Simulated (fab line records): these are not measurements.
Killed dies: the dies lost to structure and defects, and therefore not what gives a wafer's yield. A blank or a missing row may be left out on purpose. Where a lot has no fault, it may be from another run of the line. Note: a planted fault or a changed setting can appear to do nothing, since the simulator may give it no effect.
fab line records    flow n5_finfet
record: lots: 7  wafers: 39
route steps=1938 shown WELL_APT@55 DUMMY_GATE@246 HKMG_FIN@435
start_h: start of the lot's first displayed wafer, in hours after the record's first day    wait_h: time in hours since the lot's previous step    " as in the row above    L1.1+2: a single row standing in for several wafers    - either no value or no given start    * or withheld: withheld    < > ~ a bound
route shown NAME@n: NAME is a module with steps in the file, n the number in the route of the first one    usual: the fault-free wafers' mean and standard deviation    same: alike in all rows    chamber/n: place in a boat    sites: readings site by site    _std_site: how widely they spread, as a standard deviation    _edge_site: the outer-site mean with the inner-site mean subtracted    radius_mm: for every site, how far away it sits from the centre of the wafer    mask NAME#n: copy n    behind: the most recent tool/chamber to have shaped the wafer    hold: the reason the lot was held/the length of the hold in hours/how it ended    device: names the non-switching transistor (n, p or np)    end of line: tests run on the same wafers once the route is complete    for a step that has no rows: nothing shown but its recipe    killed: dies that structure and defects cost at the first sort, which is not the same as the wafer's yield    map: a wafer's dies, x killed, . not, _ none there
set.NAME: the setting as run; set.NAME@STEP: as run at that earlier step    model.NAME: the simulator's own value behind a step, which no gauge read
lots with deliberately changed settings; one table per step, one row per wafer
== steps ==
step: N5_WELL_APT_EPI_41
recipe: material: Si  target_thk_a: 500  temp_c: 650  precursor: SiH4/H2  pressure_torr: 20  time_s: 297.7
lot.wafer  tool          chamber  start_h  wait_h  set.time_s  model.Si_of_WELL_APT_EPI_41.thk_nm
L075.1     epi_rpcvd-01  0        21.91    0.0     297.7       50.28
L075.2     "             0        "        "       297.7       51.19
L075.3     "             0        "        "       297.7       50.86
L075.4     "             0        "        "       307.7       52.83
L075.5     "             0        "        "       307.7       52.81
L075.6     "             0        "        "       307.7       52.68
L076.1     epi_rpcvd-02  0        29.03    0.0     297.7       50.28
L076.2     "             0        "        "       284.6       47.88
L076.3     "             0        "        "       284.6       47.61
L076.4     "             0        "        "       297.7       50.3
L076.5     "             0        "        "       284.6       48.09
L076.6     "             0        "        "       297.7       49.87
L081.1     epi_rpcvd-02  0        58.37    0.0     318.4       54.02
L081.2     "             0        "        "       318.4       53.78
L081.3     "             0        "        "       318.4       53.71
L081.4     "             0        "        "       297.7       50.48
L081.5     "             0        "        "       297.7       50.45
L081.6     "             0        "        "       297.7       50.76
L084.1     epi_rpcvd-01  0        76.36    0.0     307.5       51.89
L084.2     "             0        "        "       297.7       50.02
L084.3     "             0        "        "       307.5       51.73
L084.4     "             0        "        "       297.7       50.82
L084.5     "             0        "        "       307.5       51.78
L084.6     "             0        "        "       297.7       49.67
L085.1     epi_rpcvd-03  0        83.53    0.0     297.7       49.07
L085.2     "             0        "        "       317.8       52.35
L085.3     "             0        "        "       297.7       49
L085.4     "             0        "        "       317.8       53.37
L085.5     "             0        "        "       317.8       53.01
L085.6     "             0        "        "       297.7       49.59
L088.1     epi_rpcvd-01  0        100.25   0.0     297.7       49.79
L088.2     "             0        "        "       297.7       50.33
L088.3     "             0        "        "       297.7       50.88
L088.4     "             0        "        "       297.7       50.17
L088.5     "             0        "        "       297.7       50.59
L088.6     "             0        "        "       297.7       50.37
L094.1     epi_rpcvd-01  0        135.94   0.0     297.7       50.49
L094.2     "             0        "        "       297.7       49.56
L094.4     "             0        "        "       297.7       50.29
step: N5_DUMMY_GATE_ETCH_32
recipe: chemistry: CF4  target: SiO2  target_depth_a: 35  time_s: 3.9  ion_energy_ev: 350  pressure_mtorr: 10  icp_w: 800  bias_w: 400  cf4_flow_sccm: 80
lot.wafer  tool       chamber  start_h  wait_h  set.time_s  model.etch.depth_nm
L075.1     rie_si-03  2        53.03    0.1     4.8         4.305
L075.2     "          1        "        "       4.8         4.248
L075.3     "          0        "        "       3.9         3.535
L075.4     "          3        "        "       4.8         4.275
L075.5     "          3        "        "       3.9         3.503
L075.6     "          0        "        "       3.9         3.554
L076.1     rie_si-05  3        62.92    0.1     3.9         3.379
L076.2     "          2        "        "       3.9         3.4
L076.3     "          0        "        "       3.9         3.669
L076.4     "          1        "        "       3.9         3.657
L076.5     "          2        "        "       3.9         3.407
L076.6     "          3        "        "       3.9         3.401
L081.1     rie_si-02  0        89.29    0.1     3.9         3.455
L081.2     "          1        "        "       3.9         3.49
L081.3     "          3        "        "       3.9         3.512
L081.4     "          2        "        "       3.9         3.365
L081.5     "          2        "        "       3.9         3.373
L081.6     "          1        "        "       3.9         3.469
L084.1     rie_si-02  2        108.70   0.1     4.456       3.88
L084.2     "          0        "        "       4.456       3.912
L084.3     "          3        "        "       4.456       4.024
L084.4     "          1        "        "       3.9         3.469
L084.5     "          3        "        "       3.9         3.502
L084.6     "          2        "        "       3.9         3.37
L085.1     rie_si-03  1        119.69   0.1     3.24        2.864
L085.2     "          0        "        "       3.9         3.545
L085.3     "          2        "        "       3.9         3.543
L085.4     "          3        "        "       3.9         3.475
L085.5     "          3        "        "       3.24        2.88
L085.6     "          0        "        "       3.24        2.941
L088.1     rie_si-02  3        131.55   0.1     4.343       3.97
L088.2     "          0        "        "       3.9         3.457
L088.3     "          2        "        "       3.9         3.377
L088.4     "          1        "        "       4.343       3.865
L088.5     "          1        "        "       3.9         3.504
L088.6     "          0        "        "       4.343       3.856
L094.1     rie_si-02  2        166.37   0.1     3.9         3.393
L094.2     "          0        "        "       3.9         3.48
L094.4     "          1        "        "       3.9         3.513
step: N5_HKMG_FIN_ETCH_32
recipe: chemistry: N2/H2  target: SOC  target_depth_a: 2400  temp_c: 40  time_s: 300  ion_energy_ev: 200  mask_material: SiARC  pressure_mtorr: 30  source_w: 840  bias_w: 150  n2_flow_sccm: 200  h2_flow_sccm: 200
usual: rf_vpp_V: 524.7/2.3
lot.wafer  tool         chamber  start_h  wait_h  set.source_w  rf_vpp_V  model.etch.depth_nm  model.HKMG_FIN.feature_depth_nm
L075.1     rie_diel-02  3        81.93    0.0     840           524.9     248.3                248.4
L075.2     "            0        "        "       931.7         504.9     258.6                258.6
L075.3     "            1        "        "       931.7         504.9     265                  265
L075.4     "            2        "        "       840           527.6     238.4                238.4
L075.5     "            2        "        "       840           526.5     237.9                238
L075.6     "            1        "        "       931.7         503.7     265.3                265.2
L076.1     rie_diel-02  0        92.11    0.0     840           524.7     242.8                242.8
L076.2     "            2        "        "       840           526.5     236.5                236.4
L076.3     "            1        "        "       840           520.7     247.6                247.6
L076.4     "            3        "        "       840           523.1     249.4                249.4
L076.5     "            3        "        "       840           523.6     248.7                248.8
L076.6     "            0        "        "       840           524.9     240.5                240.4
L081.1     rie_diel-03  0        116.34   0.0     840           526.2     245                  245
L081.2     "            3        "        "       896.2         517.1     256.4                256.4
L081.3     "            2        "        "       896.2         515.0     246.6                246.6
L081.4     "            2        "        "       840           526.9     237.1                237
L081.5     "            0        "        "       840           527.1     244.2                244.2
L081.6     "            3        "        "       896.2         517.9     257.2                257.2
L084.1     rie_diel-04  0        135.54   0.0     840           521.7     246.8                246.8
L084.2     "            2        "        "       840           523.7     240.4                240.4
L084.3     "            1        "        "       956.9         499.7     265.5                265.6
L084.4     "            2        "        "       840           523.2     238.2                238.2
L084.5     "            1        "        "       956.9         499.0     268.6                268.6
L084.6     "            0        "        "       956.9         500.3     272.9                272.8
L085.1     rie_diel-04  1        150.11   0.0     840           522.7     240.1                240.2
L085.2     "            3        "        "       840           522.9     241.7                241.8
L085.3     "            2        "        "       840           522.8     236.8                236.8
L085.4     "            0        "        "       840           522.9     245.6                245.6
L085.5     "            3        "        "       840           522.3     242.8                242.8
L085.6     "            2        "        "       840           522.4     236.9                236.8
L088.1     rie_diel-02  1        158.65   0.0     840           520.3     240.8                240.8
L088.2     "            2        "        "       840           526.4     235.6                235.6
L088.3     "            3        "        "       911.5         508.7     259.6                259.6
L088.4     "            0        "        "       911.5         507.9     251.1                251
L088.5     "            3        "        "       840           524.1     244.1                244
L088.6     "            2        "        "       911.5         512.7     251.5                251.6
L094.1     rie_diel-02  3        193.17   0.0     840           523.1     244.6                244.6
L094.2     "            1        "        "       840           521.9     242.2                242.2
L094.4     "            2        "        "       840           527.4     233                  233
== key ==
split: step: N5_WELL_APT_EPI_41  setting: time_s  stated: 297.7  by: wafer
response: step: N5_WELL_APT_EPI_41  reading: model.Si_of_WELL_APT_EPI_41.thk_nm  change: +0.515  per: 1%  r: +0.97
split: step: N5_DUMMY_GATE_ETCH_32  setting: time_s  stated: 3.9  by: wafer
response: step: N5_DUMMY_GATE_ETCH_32  reading: model.etch.depth_nm  change: +0.0347  per: 1%  r: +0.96
split: step: N5_HKMG_FIN_ETCH_32  setting: source_w  stated: 840  by: wafer
response: step: N5_HKMG_FIN_ETCH_32  reading: rf_vpp_V  change: -1.73  per: 1%  r: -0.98
response: step: N5_HKMG_FIN_ETCH_32  reading: model.etch.depth_nm  change: +1.87  per: 1%  r: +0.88
response: step: N5_HKMG_FIN_ETCH_32  reading: model.HKMG_FIN.feature_depth_nm  change: +1.87  per: 1%  r: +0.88
